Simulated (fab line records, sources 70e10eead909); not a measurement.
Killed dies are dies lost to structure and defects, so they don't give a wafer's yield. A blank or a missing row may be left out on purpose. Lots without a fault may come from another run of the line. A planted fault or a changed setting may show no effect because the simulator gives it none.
A struck lot beside a sound one | flow nand_harc | 18 steps out of a route of 1302
Sound: wafers L114.3, L114.4, L114.6. Struck: wafers L110.1, L110.2, L110.6. The cause comes at the end.
At each step with rows: each side's tool, then ch and its chambers, then its first start. Under that, the readings that differ: sound wafers | struck wafers | difference of the means | sigmas: that difference in standard deviations of wafers without a fault.
alike: readings whose means differ by less than 2 such deviations, and words and numbers that are the same on both sides. not compared: withheld readings, readings that some wafer has no value for, bounds like >300 that may hide the same value, and numbers for which the record gives no deviation and whose values overlap.
The two part at a step that has a row with sigmas, a row that says differs or no value, or rows on one side only. Numbers that don't overlap but have no deviation are shown without sigmas and don't part them. A reading that every wafer of one side lacks parts them only if that side has two wafers or more.

NHARC_P_M2_PRE_CLEAN_32: time 12 s.
  sound on pecvd-02 ch 1,2, day 13 03:46; struck on pecvd-01 ch 0,1, day 11 14:07
  alike: heater_power_w, rf_fwd_power_W
NHARC_P_M2_DEP_33: deposits SiCN, target thk 30 nm.
  sound on pecvd-02 ch 1,2, day 13 03:54; struck on pecvd-01 ch 0,1, day 11 14:13
  alike: heater_power_w, rf_fwd_power_W
NHARC_P_BONDPAD_DEP_00: deposits SiCN, target thk 250 nm.
  sound on pecvd-04 ch 0,1,2, day 13 04:19; struck on pecvd-01 ch 0,2
  alike: heater_power_w, rf_fwd_power_W
NHARC_P_BONDPAD_CMP_32: polishes SiCN, target thk 200 nm.
  sound on cmp-03 ch 0,1, day 13 04:40; struck on cmp-02 ch 0,2,3, day 11 15:00
  alike: motor_current_A, slurry_filter_dp_kPa
NHARC_P_BONDPAD_THK_MEAS_33: measures by ellipsometry.
  sound on film_metro-02, day 13 04:53; struck on film_metro-02, day 11 15:14
  alike: thk_nm
then, 7 steps without rows for these wafers: NHARC_P_BONDPAD_SRD_34; NHARC_P_BONDPAD_DEHYDRATE_01 (time 120 s); NHARC_P_BONDPAD_HMDS_02 (time 30 s); NHARC_P_BONDPAD_COAT_36 (time 65 s); NHARC_P_BONDPAD_COAT_03 (resist thk 600 nm); NHARC_P_BONDPAD_SOFTBAKE_04 (time 70 s); NHARC_P_BONDPAD_EBR_05.
NHARC_P_BONDPAD_EXPOSE_06: exposes mask P BPAD.
  sound on krf_scanner-01 ch 0, day 13 05:11; struck on krf_scanner-02 ch 0, day 11 15:38
  reading              | sound             | struck            | difference | sigmas
  exposure_dose_mJ_cm2 | 37.02 37.02 37.02 | 43.46 43.49 43.47 | +6.45      | +99 or more
  alike: mask
then, 2 steps without rows for these wafers: NHARC_P_BONDPAD_PEB_07 (peb time 80 s); NHARC_P_BONDPAD_DEVELOP_08 (time 50 s).
NHARC_P_BONDPAD_CD_MEAS_09: target cd 500 nm.
  sound on cd_sem-01 ch 0, day 13 05:20; struck on cd_sem-03 ch 0, day 11 15:47
  reading    | sound             | struck            | difference | sigmas
  cd_nm (nm) | 500.0 497.7 500.5 | 505.8 506.0 505.7 | +6.4       | +4
NHARC_P_BONDPAD_OVL_MEAS_38:
  sound on overlay-02, day 13 05:25; struck on overlay-01, day 11 15:53
  reading           | sound    | struck | difference | sigmas
  overlay_y_nm (nm) | -7 -7 -8 | 9 9 10 | +17        | +3
  alike: overlay_x_nm
-- the record jumps here: 21 days lie between the struck wafers' starts before and after (it left off in module P_BONDPAD and takes up again in module END, whose first step shown is number 1302 of the route) --
NHARC_END_SORT_01:
  the record has rows for the struck wafers here (prober-02 ch 0, day 32 09:20) and none for the sound ones

WHERE THEY PART
First at NHARC_P_BONDPAD_EXPOSE_06; last, within this record, at NHARC_END_SORT_01.

WHY: what the simulator had put in
Process parameter drift: krf_scanner-02, from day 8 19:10 on, at NHARC_P_BONDPAD_EXPOSE_06. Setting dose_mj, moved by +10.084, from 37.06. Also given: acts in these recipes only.
